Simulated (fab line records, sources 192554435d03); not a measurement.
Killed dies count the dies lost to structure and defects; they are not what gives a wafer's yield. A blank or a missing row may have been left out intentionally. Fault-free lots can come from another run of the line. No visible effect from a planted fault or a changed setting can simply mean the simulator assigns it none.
Which tool was responsible? / flow n5 finfet / Sampling: 10 lots, 27 wafers, 2 of 1938 route steps

== WHAT THE GAUGES SHOWED, per wafer ==
N5_BEOL_M4_RC_MEAS_101.
lot=L610; measured=day 8 08:36; on=prober-01; DIBL_N (mV/V)=36.6 34.4 35.2
lot=L612; measured=day 9 05:14; on=prober-02; DIBL_N (mV/V)=35.8 37.4 35.5
lot=L613; measured=day 9 12:59; on=prober-01; DIBL_N (mV/V)=37.3 36.3 36.6
lot=L615; measured=day 9 12:15; on=prober-02; DIBL_N (mV/V)=35.1 37.4 38.2
lot=L616; measured=day 9 11:01; on=prober-02; DIBL_N (mV/V)=35.9 33.1 36.3
lot=L622; measured=day 11 05:10; on=prober-01; DIBL_N (mV/V)=36.8
lot=L624; measured=day 11 16:38; on=prober-01; DIBL_N (mV/V)=36.4
lot=L627; measured=day 12 23:16; on=prober-01; DIBL_N (mV/V)=35.1
lot=L630; measured=day 13 22:16; on=prober-02; DIBL_N (mV/V)=36.2 37.0 35.5
lot=L632; measured=day 14 01:53; on=prober-02; DIBL_N (mV/V)=34.6 36.8 36.9

== TOOL THAT RAN EACH LOT (tool first, then ch and the chambers of the sampled wafers, then the start) ==
lot=L610; N5_BEOL_M0_SAQP_PECVD_97=pecvd-03 ch 1,2, day 5 19:55
lot=L612; N5_BEOL_M0_SAQP_PECVD_97=pecvd-04 ch 0,1,2, day 6 05:13
lot=L613; N5_BEOL_M0_SAQP_PECVD_97=pecvd-04 ch 0,2, day 6 09:47
lot=L615; N5_BEOL_M0_SAQP_PECVD_97=pecvd-02 ch 0,1, day 7 02:29
lot=L616; N5_BEOL_M0_SAQP_PECVD_97=pecvd-03 ch 0,1, day 7 04:06
lot=L622; N5_BEOL_M0_SAQP_PECVD_97=pecvd-04 ch 1,2, day 8 20:21
lot=L624; N5_BEOL_M0_SAQP_PECVD_97=pecvd-04 ch 0,2, day 9 04:47
lot=L627; N5_BEOL_M0_SAQP_PECVD_97=pecvd-04 ch 0, day 10 00:25
lot=L630; N5_BEOL_M0_SAQP_PECVD_97=pecvd-02 ch 1,2, day 10 18:03
lot=L632; N5_BEOL_M0_SAQP_PECVD_97=pecvd-02 ch 0,1, day 11 04:07
- N5_BEOL_M0_SAQP_PECVD_97: deposits SiNx from SiH4/NH3/N2, target thk 23 nm, time 19.9 s.

== THE ANSWER, worked out from the rows above alone ==
Rule: what is usual is taken from the lots themselves. The widest of any qualifying gaps counts: lots, ordered by their means at a reading, are off when they make up no more than a third of the lots, leave a main group of 4 or more, and stand apart from it by 3 or more times the standard deviation of that group's means. Not used: any main group whose means are identical at the precision the tables above print for the reading. A lot without any number at a reading at which 4 lots or more have one is off too. Any other lot the step has rows for is counted as sound.
No lot is off on any of the readings shown, so nothing can be concluded from this.

== WHAT THE SIMULATOR HAD INSERTED ==
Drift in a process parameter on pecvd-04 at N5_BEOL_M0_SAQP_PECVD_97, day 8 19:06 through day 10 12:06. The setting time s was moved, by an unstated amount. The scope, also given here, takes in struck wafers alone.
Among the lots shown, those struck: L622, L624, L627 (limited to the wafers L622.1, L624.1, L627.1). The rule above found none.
